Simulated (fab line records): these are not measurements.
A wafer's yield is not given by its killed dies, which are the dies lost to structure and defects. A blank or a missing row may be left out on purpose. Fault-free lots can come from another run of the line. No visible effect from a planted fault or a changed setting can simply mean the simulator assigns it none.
Split-lot experiment || flow n5-finfet || on a route of 1938 steps: 7 lots, 39 wafers read

== SPLIT DETAILS ==
At N5_MOL_CONTACT_COAG_ALD_27 (deposits SiOC, target thk 17 nm, pulse time 1.5 s, time 2720 s), the setting ald-cycles was moved away from the recipe's 340 on 18 of the 39 wafers read, by -17.4% to +12.4%. For the rest of the wafers, this setting stayed at what the recipe calls for.

The split's own step is where the reading is taken.

== THE READING ==
SiOC_of_MOL_CONTACT_COAG_ALD_27.thk-nm (the simulator's own value, which no gauge read), in nm, at N5_MOL_CONTACT_COAG_ALD_27 (deposits SiOC, target thk 17 nm, pulse time 1.5 s, time 2720 s). There is no usual value for it anywhere in the file. Here, 21 wafers ran the recipe; their average is 17.0 nm with a standard deviation of 0.043 nm.

{"wafer": "L074.1", "tool, chamber at the split": "ald-sin-04, 2,3,2", "ald-cycles as run": 367, "against the recipe": "+7.9%", "SiOC_of_MOL_CONTACT_COAG_ALD_27.thk-nm, nm": 18.4, "against lot-mates on the recipe": "+1.4"}
{"wafer": "L074.3", "tool, chamber at the split": "ald-sin-04, 2,3,2", "ald-cycles as run": 367, "against the recipe": "+7.9%", "SiOC_of_MOL_CONTACT_COAG_ALD_27.thk-nm, nm": 18.4, "against lot-mates on the recipe": "+1.4"}
{"wafer": "L074.5", "tool, chamber at the split": "ald-sin-04, 2,3,2", "ald-cycles as run": 367, "against the recipe": "+7.9%", "SiOC_of_MOL_CONTACT_COAG_ALD_27.thk-nm, nm": 18.4, "against lot-mates on the recipe": "+1.4"}
{"wafer": "L074.2", "tool, chamber at the split": "ald-sin-04, 0,1,3", "ald-cycles as run": 340, "against the recipe": "recipe", "SiOC_of_MOL_CONTACT_COAG_ALD_27.thk-nm, nm": 17, "against lot-mates on the recipe": "-"}
{"wafer": "L074.4", "tool, chamber at the split": "ald-sin-04, 0,1,3", "ald-cycles as run": 340, "against the recipe": "recipe", "SiOC_of_MOL_CONTACT_COAG_ALD_27.thk-nm, nm": 17, "against lot-mates on the recipe": "-"}
{"wafer": "L074.6", "tool, chamber at the split": "ald-sin-04, 0,1,3", "ald-cycles as run": 340, "against the recipe": "recipe", "SiOC_of_MOL_CONTACT_COAG_ALD_27.thk-nm, nm": 17, "against lot-mates on the recipe": "-"}
{"wafer": "L080.1", "tool, chamber at the split": "ald-sin-02, 0,1,3", "ald-cycles as run": 340, "against the recipe": "recipe", "SiOC_of_MOL_CONTACT_COAG_ALD_27.thk-nm, nm": 17, "against lot-mates on the recipe": "-"}
{"wafer": "L080.4", "tool, chamber at the split": "ald-sin-02, 0,1,3", "ald-cycles as run": 340, "against the recipe": "recipe", "SiOC_of_MOL_CONTACT_COAG_ALD_27.thk-nm, nm": 17, "against lot-mates on the recipe": "-"}
{"wafer": "L080.6", "tool, chamber at the split": "ald-sin-02, 0,1,3", "ald-cycles as run": 340, "against the recipe": "recipe", "SiOC_of_MOL_CONTACT_COAG_ALD_27.thk-nm, nm": 17, "against lot-mates on the recipe": "-"}
{"wafer": "L080.2", "tool, chamber at the split": "ald-sin-02, 2", "ald-cycles as run": 287, "against the recipe": "-15.6%", "SiOC_of_MOL_CONTACT_COAG_ALD_27.thk-nm, nm": 14.2, "against lot-mates on the recipe": -2.8}
{"wafer": "L080.3", "tool, chamber at the split": "ald-sin-02, 3,0", "ald-cycles as run": 287, "against the recipe": "-15.6%", "SiOC_of_MOL_CONTACT_COAG_ALD_27.thk-nm, nm": 14.4, "against lot-mates on the recipe": -2.6}
{"wafer": "L080.5", "tool, chamber at the split": "ald-sin-02, 3,0", "ald-cycles as run": 287, "against the recipe": "-15.6%", "SiOC_of_MOL_CONTACT_COAG_ALD_27.thk-nm, nm": 14.4, "against lot-mates on the recipe": -2.6}
{"wafer": "L081.1", "tool, chamber at the split": "ald-sin-04, 2,3,1", "ald-cycles as run": 340, "against the recipe": "recipe", "SiOC_of_MOL_CONTACT_COAG_ALD_27.thk-nm, nm": 17, "against lot-mates on the recipe": "-"}
{"wafer": "L081.3", "tool, chamber at the split": "ald-sin-04, 2,3,1", "ald-cycles as run": 340, "against the recipe": "recipe", "SiOC_of_MOL_CONTACT_COAG_ALD_27.thk-nm, nm": 17, "against lot-mates on the recipe": "-"}
{"wafer": "L081.6", "tool, chamber at the split": "ald-sin-04, 2,3,1", "ald-cycles as run": 340, "against the recipe": "recipe", "SiOC_of_MOL_CONTACT_COAG_ALD_27.thk-nm, nm": 17, "against lot-mates on the recipe": "-"}
{"wafer": "L081.2", "tool, chamber at the split": "ald-sin-04, 0,1", "ald-cycles as run": 378, "against the recipe": "+11.2%", "SiOC_of_MOL_CONTACT_COAG_ALD_27.thk-nm, nm": 19, "against lot-mates on the recipe": "+2.0"}
{"wafer": "L081.4", "tool, chamber at the split": "ald-sin-04, 0,1", "ald-cycles as run": 378, "against the recipe": "+11.2%", "SiOC_of_MOL_CONTACT_COAG_ALD_27.thk-nm, nm": 19, "against lot-mates on the recipe": "+2.0"}
{"wafer": "L081.5", "tool, chamber at the split": "ald-sin-04, 0", "ald-cycles as run": 378, "against the recipe": "+11.2%", "SiOC_of_MOL_CONTACT_COAG_ALD_27.thk-nm, nm": 18.8, "against lot-mates on the recipe": "+1.8"}
{"wafer": "L087.1", "tool, chamber at the split": "ald-sin-04, 1,2,0", "ald-cycles as run": 281, "against the recipe": "-17.4%", "SiOC_of_MOL_CONTACT_COAG_ALD_27.thk-nm, nm": 14, "against lot-mates on the recipe": -3.0}
{"wafer": "L087.3", "tool, chamber at the split": "ald-sin-04, 1,2,0", "ald-cycles as run": 281, "against the recipe": "-17.4%", "SiOC_of_MOL_CONTACT_COAG_ALD_27.thk-nm, nm": 14, "against lot-mates on the recipe": -3.0}
{"wafer": "L087.4", "tool, chamber at the split": "ald-sin-04, 1,2,0", "ald-cycles as run": 281, "against the recipe": "-17.4%", "SiOC_of_MOL_CONTACT_COAG_ALD_27.thk-nm, nm": 14, "against lot-mates on the recipe": -3.0}
{"wafer": "L087.2", "tool, chamber at the split": "ald-sin-04, 3,0,3", "ald-cycles as run": 340, "against the recipe": "recipe", "SiOC_of_MOL_CONTACT_COAG_ALD_27.thk-nm, nm": 17, "against lot-mates on the recipe": "-"}
{"wafer": "L087.5", "tool, chamber at the split": "ald-sin-04, 3,0,3", "ald-cycles as run": 340, "against the recipe": "recipe", "SiOC_of_MOL_CONTACT_COAG_ALD_27.thk-nm, nm": 17, "against lot-mates on the recipe": "-"}
{"wafer": "L087.6", "tool, chamber at the split": "ald-sin-04, 3,0,3", "ald-cycles as run": 340, "against the recipe": "recipe", "SiOC_of_MOL_CONTACT_COAG_ALD_27.thk-nm, nm": 17, "against lot-mates on the recipe": "-"}
{"wafer": "L089.1", "tool, chamber at the split": "ald-sin-04, 3,1", "ald-cycles as run": 340, "against the recipe": "recipe", "SiOC_of_MOL_CONTACT_COAG_ALD_27.thk-nm, nm": 17, "against lot-mates on the recipe": "-"}
{"wafer": "L089.6", "tool, chamber at the split": "ald-sin-04, 3,1", "ald-cycles as run": 340, "against the recipe": "recipe", "SiOC_of_MOL_CONTACT_COAG_ALD_27.thk-nm, nm": 17, "against lot-mates on the recipe": "-"}
{"wafer": "L089.2", "tool, chamber at the split": "ald-sin-04, 2", "ald-cycles as run": 382, "against the recipe": "+12.4%", "SiOC_of_MOL_CONTACT_COAG_ALD_27.thk-nm, nm": 19.2, "against lot-mates on the recipe": "+2.1"}
{"wafer": "L089.5", "tool, chamber at the split": "ald-sin-04, 2", "ald-cycles as run": 382, "against the recipe": "+12.4%", "SiOC_of_MOL_CONTACT_COAG_ALD_27.thk-nm, nm": 19.2, "against lot-mates on the recipe": "+2.1"}
{"wafer": "L089.3", "tool, chamber at the split": "ald-sin-04, 1", "ald-cycles as run": 340, "against the recipe": "recipe", "SiOC_of_MOL_CONTACT_COAG_ALD_27.thk-nm, nm": 17.2, "against lot-mates on the recipe": "-"}
{"wafer": "L089.4", "tool, chamber at the split": "ald-sin-04, 3", "ald-cycles as run": 382, "against the recipe": "+12.4%", "SiOC_of_MOL_CONTACT_COAG_ALD_27.thk-nm, nm": 19, "against lot-mates on the recipe": "+1.9"}
{"wafer": "L091.1", "tool, chamber at the split": "ald-sin-03, 3,2,0", "ald-cycles as run": 340, "against the recipe": "recipe", "SiOC_of_MOL_CONTACT_COAG_ALD_27.thk-nm, nm": 17, "against lot-mates on the recipe": "-"}
{"wafer": "L091.3", "tool, chamber at the split": "ald-sin-03, 3,2,0", "ald-cycles as run": 340, "against the recipe": "recipe", "SiOC_of_MOL_CONTACT_COAG_ALD_27.thk-nm, nm": 17, "against lot-mates on the recipe": "-"}
{"wafer": "L091.5", "tool, chamber at the split": "ald-sin-03, 3,2,0", "ald-cycles as run": 340, "against the recipe": "recipe", "SiOC_of_MOL_CONTACT_COAG_ALD_27.thk-nm, nm": 17, "against lot-mates on the recipe": "-"}
{"wafer": "L092.1", "tool, chamber at the split": "ald-sin-04, 2,1,1", "ald-cycles as run": 340, "against the recipe": "recipe", "SiOC_of_MOL_CONTACT_COAG_ALD_27.thk-nm, nm": 17, "against lot-mates on the recipe": "-"}
{"wafer": "L092.3", "tool, chamber at the split": "ald-sin-04, 2,1,1", "ald-cycles as run": 340, "against the recipe": "recipe", "SiOC_of_MOL_CONTACT_COAG_ALD_27.thk-nm, nm": 17, "against lot-mates on the recipe": "-"}
{"wafer": "L092.6", "tool, chamber at the split": "ald-sin-04, 2,1,1", "ald-cycles as run": 340, "against the recipe": "recipe", "SiOC_of_MOL_CONTACT_COAG_ALD_27.thk-nm, nm": 17, "against lot-mates on the recipe": "-"}
{"wafer": "L092.2", "tool, chamber at the split": "ald-sin-04, 3,3,2", "ald-cycles as run": 374, "against the recipe": "+10.0%", "SiOC_of_MOL_CONTACT_COAG_ALD_27.thk-nm, nm": 18.8, "against lot-mates on the recipe": "+1.8"}
{"wafer": "L092.4", "tool, chamber at the split": "ald-sin-04, 3,3,2", "ald-cycles as run": 374, "against the recipe": "+10.0%", "SiOC_of_MOL_CONTACT_COAG_ALD_27.thk-nm, nm": 18.8, "against lot-mates on the recipe": "+1.8"}
{"wafer": "L092.5", "tool, chamber at the split": "ald-sin-04, 3,3,2", "ald-cycles as run": 374, "against the recipe": "+10.0%", "SiOC_of_MOL_CONTACT_COAG_ALD_27.thk-nm, nm": 18.8, "against lot-mates on the recipe": "+1.8"}
If several chambers appear in one row, that row covers several wafers at once and the file leaves open which wafer was in which chamber.

FIT RESULTS
A straight line over all 39 wafers: SiOC_of_MOL_CONTACT_COAG_ALD_27.thk-nm changes by +0.173 nm for each +1% of ald-cycles; r = +1.00; the points scatter about the line by 0.059 nm.
The same after taking each lot's own level away (the mean of its wafers on the recipe; 39 wafers): +0.172 nm for each +1%; r = +1.00; scatter 0.061 nm.
That fit puts the effect of the largest move of ald-cycles on the reading at 3 nm.
Measured against the standard deviation above, the lots' own levels, which go from 17.00 to 17.07 nm, span 1.6 times it.
Consequently the slope shifts little with the lot-to-lot level, the two slopes agreeing.
Check: with one of the wafers moved furthest among these (-17.4%) left out of the fit, the line predicts -2.99 nm for it against its lot-mates. It came out at -3 nm against them.

== THE OTHER SPLITS THESE WAFERS WENT THROUGH ==
These wafers also went through other splits before the reading. Each is held against what the fit with the lots' levels taken away leaves over:
{"other split on the same wafers": "N5_DUMMY_GATE_ETCH_37 source-w", "wafers away from the commonest value": 9, "r with SiOC_of_MOL_CONTACT_COAG_ALD_27.thk-nm (lot level and that fit taken away)": -0.30}
{"other split on the same wafers": "N5_DUMMY_GATE_ETCH_31 target-depth-a", "wafers away from the commonest value": 15, "r with SiOC_of_MOL_CONTACT_COAG_ALD_27.thk-nm (lot level and that fit taken away)": -0.02}
{"other split on the same wafers": "N5_SD_EPI_N_LINER_46 target-thk-a", "wafers away from the commonest value": 12, "r with SiOC_of_MOL_CONTACT_COAG_ALD_27.thk-nm (lot level and that fit taken away)": "+0.03"}
{"other split on the same wafers": "N5_HKMG_FIN_ETCH_55 bias-w", "wafers away from the commonest value": 12, "r with SiOC_of_MOL_CONTACT_COAG_ALD_27.thk-nm (lot level and that fit taken away)": -0.04}
{"other split on the same wafers": "N5_HKMG_FIN_ETCH_31 bias-w", "wafers away from the commonest value": 12, "r with SiOC_of_MOL_CONTACT_COAG_ALD_27.thk-nm (lot level and that fit taken away)": -0.10}

== THE FILE'S OWN FIT ==
SiOC_of_MOL_CONTACT_COAG_ALD_27.thk-nm changes by +0.173 nm for each +1% of ald-cycles, r = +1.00.
